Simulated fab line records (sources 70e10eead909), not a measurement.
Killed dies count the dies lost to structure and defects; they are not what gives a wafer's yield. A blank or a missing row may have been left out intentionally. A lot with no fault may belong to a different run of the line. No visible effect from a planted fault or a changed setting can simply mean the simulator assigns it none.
The tool behind it: which one? :: flow nand harc :: 33 wafers from 11 lots sampled at 4 of the route's 1302 steps

== WHAT THE GAUGES SHOWED, per wafer ==
NHARC_A_CHANNEL_HOLE_D1_INSPECT_40.
lot: L312
measured: day 9 13:21
on: defect inspect-02
raw defect count: 44 55 37

lot: L315
measured: day 10 01:16
on: defect inspect-01
raw defect count: 81 108 88

lot: L314
measured: day 10 01:55
on: defect inspect-02
raw defect count: 56 40 30

lot: L317
measured: day 11 06:59
on: defect inspect-01
raw defect count: 679 712 733

lot: L319
measured: day 12 06:02
on: defect inspect-01
raw defect count: 727 632 668

lot: L326
measured: day 14 20:08
on: defect inspect-01
raw defect count: 96 66 94

lot: L328
measured: day 15 17:51
on: defect inspect-01
raw defect count: 95 104 100

lot: L329
measured: day 16 14:39
on: defect inspect-02
raw defect count: 75 71 61

lot: L332
measured: day 17 15:50
on: defect inspect-02
raw defect count: 64 54 46

lot: L333
measured: day 18 04:53
on: defect inspect-02
raw defect count: 52 52 27

lot: L334
measured: day 18 13:11
on: defect inspect-02
raw defect count: 46 29 78

== EACH LOT AND THE TOOL THAT RAN IT (in order: tool; ch and the chambers of the sampled wafers; start) ==
lot: L312
NHARC_A_CHANNEL_HOLE_D1_ETCH_19: har etch-01 ch 0,1, day 9 07:40
NHARC_A_CHANNEL_HOLE_D1_ETCH_24: har etch-01 ch 0,1, day 9 09:47
NHARC_A_CHANNEL_HOLE_D1_ETCH_33: har etch-01 ch 0,1, day 9 11:37

lot: L315
NHARC_A_CHANNEL_HOLE_D1_ETCH_19: har etch-02 ch 0,1, day 9 19:35
NHARC_A_CHANNEL_HOLE_D1_ETCH_24: har etch-02 ch 0,1, day 9 21:49
NHARC_A_CHANNEL_HOLE_D1_ETCH_33: har etch-02 ch 0,1, day 9 23:35

lot: L314
NHARC_A_CHANNEL_HOLE_D1_ETCH_19: har etch-01 ch 0, day 9 20:10
NHARC_A_CHANNEL_HOLE_D1_ETCH_24: har etch-01 ch 0, day 9 22:25
NHARC_A_CHANNEL_HOLE_D1_ETCH_33: har etch-01 ch 0, day 10 00:11

lot: L317
NHARC_A_CHANNEL_HOLE_D1_ETCH_19: har etch-02 ch 0,1, day 11 01:16
NHARC_A_CHANNEL_HOLE_D1_ETCH_24: har etch-02 ch 0,1, day 11 03:25
NHARC_A_CHANNEL_HOLE_D1_ETCH_33: har etch-02 ch 0,1, day 11 05:16

lot: L319
NHARC_A_CHANNEL_HOLE_D1_ETCH_19: har etch-02 ch 0, day 11 20:08
NHARC_A_CHANNEL_HOLE_D1_ETCH_24: har etch-02 ch 0, day 12 00:23
NHARC_A_CHANNEL_HOLE_D1_ETCH_33: har etch-02 ch 0, day 12 04:07

lot: L326
NHARC_A_CHANNEL_HOLE_D1_ETCH_19: har etch-02 ch 0,1, day 14 14:27
NHARC_A_CHANNEL_HOLE_D1_ETCH_24: har etch-02 ch 0,1, day 14 16:35
NHARC_A_CHANNEL_HOLE_D1_ETCH_33: har etch-02 ch 0,1, day 14 18:25

lot: L328
NHARC_A_CHANNEL_HOLE_D1_ETCH_19: har etch-02 ch 0,1, day 15 12:10
NHARC_A_CHANNEL_HOLE_D1_ETCH_24: har etch-02 ch 0,1, day 15 14:24
NHARC_A_CHANNEL_HOLE_D1_ETCH_33: har etch-02 ch 0,1, day 15 16:08

lot: L329
NHARC_A_CHANNEL_HOLE_D1_ETCH_19: har etch-01 ch 0,1, day 16 08:28
NHARC_A_CHANNEL_HOLE_D1_ETCH_24: har etch-01 ch 0,1, day 16 10:56
NHARC_A_CHANNEL_HOLE_D1_ETCH_33: har etch-01 ch 0,1, day 16 12:28

lot: L332
NHARC_A_CHANNEL_HOLE_D1_ETCH_19: har etch-02 ch 0,1, day 17 10:00
NHARC_A_CHANNEL_HOLE_D1_ETCH_24: har etch-02 ch 0,1, day 17 12:08
NHARC_A_CHANNEL_HOLE_D1_ETCH_33: har etch-02 ch 0,1, day 17 13:58

lot: L333
NHARC_A_CHANNEL_HOLE_D1_ETCH_19: har etch-02 ch 0,1, day 17 17:59
NHARC_A_CHANNEL_HOLE_D1_ETCH_24: har etch-02 ch 0,1, day 18 01:26
NHARC_A_CHANNEL_HOLE_D1_ETCH_33: har etch-02 ch 0,1, day 18 03:11

lot: L334
NHARC_A_CHANNEL_HOLE_D1_ETCH_19: har etch-02 ch 0,1, day 18 07:33
NHARC_A_CHANNEL_HOLE_D1_ETCH_24: har etch-02 ch 0,1, day 18 09:46
NHARC_A_CHANNEL_HOLE_D1_ETCH_33: har etch-02 ch 0,1, day 18 11:30
- NHARC_A_CHANNEL_HOLE_D1_ETCH_19: etches the open film in C4F8/O2/Ar, time 34.5 s.
- NHARC_A_CHANNEL_HOLE_D1_ETCH_24: etches the open film in C4F8/O2/Ar, time 906.2 s, target depth 1500 nm.
- NHARC_A_CHANNEL_HOLE_D1_ETCH_33: etches the open film in C4F8/O2/Ar, time 90 s, target depth 400 nm.

== THE ANSWER, worked out from the rows above alone ==
Rule: usual is defined by the lots themselves. The widest of any qualifying gaps counts: lots, ordered by their means at a reading, are off when they make up no more than a third of the lots, leave a main group of 4 or more, and stand apart from it by 3 or more times the standard deviation of that group's means. If all means in a main group match to the digits the tables above print for the reading, that group is not used. Also off: a lot with no number at a reading for which 4 or more lots have one. The other lots that the step has rows for count as sound.
Off: L317, L319 (NHARC_A_CHANNEL_HOLE_D1_INSPECT_40, raw defect count). Main group: mean 65, sd 21.
If a tool, at a process step before that reading, ran all the lots that are off and no sound lot after the first of them, it fits. Gauges at NHARC_A_CHANNEL_HOLE_D1_INSPECT_40: tried the same way as those tools. Not one of the candidates tried fits.

== WHAT THE SIMULATOR HAD PUT IN ==
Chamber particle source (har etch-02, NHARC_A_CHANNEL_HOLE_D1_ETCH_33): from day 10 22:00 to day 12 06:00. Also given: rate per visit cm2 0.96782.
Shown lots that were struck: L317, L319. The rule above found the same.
